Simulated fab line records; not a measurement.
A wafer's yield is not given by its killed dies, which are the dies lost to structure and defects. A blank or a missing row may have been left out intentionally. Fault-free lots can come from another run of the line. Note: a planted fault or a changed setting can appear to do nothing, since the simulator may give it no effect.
The tool behind it: which one? + flow n5 finfet + 24 lots, 72 wafers sampled, at 1 step of a route of 1938

WHAT THE GAUGES SHOWED, per wafer
N5_BEOL_M2_OCD_MEAS_38. Usual: trench depth nm reads 56.0 nm (standard deviation 1).
| lot  | measured     | on     | trench depth nm (nm) | flag |
|------|--------------|--------|----------------------|------|
| L075 | day 7 10:47  | ocd-01 | 56.4 53.7 54.9       |      |
| L074 | day 7 11:16  | ocd-02 | 55.9 54.6 54.4       |      |
| L076 | day 7 17:43  | ocd-02 | 56.1 55.4 54.9       |      |
| L078 | day 7 18:52  | ocd-01 | 54.5 56.8 54.1       |      |
| L077 | day 8 00:33  | ocd-02 | 55.1 54.2 53.6       |      |
| L079 | day 8 07:00  | ocd-02 | 56.3 56.4 54.6       |      |
| L081 | day 8 07:49  | ocd-02 | 57.2 56.6 57.1       |      |
| L080 | day 8 07:49  | ocd-01 | 54.6 55.1 57.1       |      |
| L082 | day 8 16:23  | ocd-02 | 57.1 57.7 54.7       |      |
| L083 | day 9 08:08  | ocd-01 | 57.4 57.5 55.7       |      |
| L084 | day 10 10:22 | ocd-01 | 53.9 57.8 56.7       |      |
| L085 | day 10 20:16 | ocd-02 | 54.7 55.8 57.0       |      |
| L086 | day 10 20:29 | ocd-02 | 56.1 57.0 56.8       |      |
| L088 | day 11 01:41 | ocd-02 | 56.1 56.0 57.1       |      |
| L087 | day 11 03:19 | ocd-01 | 57.0 53.5 56.0       |      |
| L089 | day 11 10:41 | ocd-02 | 54.9 56.7 56.4       |      |
| L091 | day 11 14:56 | ocd-02 | 56.3 57.4 55.4       |      |
| L090 | day 11 14:56 | ocd-01 | 55.7 56.2 55.9       |      |
| L093 | day 11 18:28 | ocd-02 | 56.5 54.5 56.5       |      |
| L092 | day 11 21:40 | ocd-01 | 56.1 55.0 55.1       |      |
| L095 | day 12 03:11 | ocd-02 | 57.1 54.8 54.7       |      |
| L094 | day 12 11:16 | ocd-01 | 56.1 55.8 56.5       |      |
| L096 | day 12 21:06 | ocd-02 | 56.7 57.0 56.9       |      |
| L097 | day 13 09:50 | ocd-01 | 56.5 56.2 55.9       |      |

TOOL THAT RAN EACH LOT (tool first, then ch and the chambers of the sampled wafers, then the start)
There is no process step in the record ahead of these readings.

AS READ BY THE TOOLS THEMSELVES (means over the sampled wafers that have a number; for cases with no such wafer, the mark the record gives instead)
The record holds no such reading with a usual standard deviation.

THE ANSWER, worked out from the rows above alone
Rule: take the mean of a lot's wafers that have a number; if it is more than 3 standard deviations from the usual mean, the lot is off. Also off: a lot with no number at a reading for which 4 or more lots have one. The other lots that the step has rows for count as sound. After the gauges, taken in route order, come the tools' own readings; for these a lot's mean is taken, as printed above. The first step at which some lot is off is used, and at that step the reading that is off furthest; a lot without a number counts as furthest.
Nothing can be told from this: no lot is off at any reading shown.

WHAT WAS PUT IN BY THE SIMULATOR
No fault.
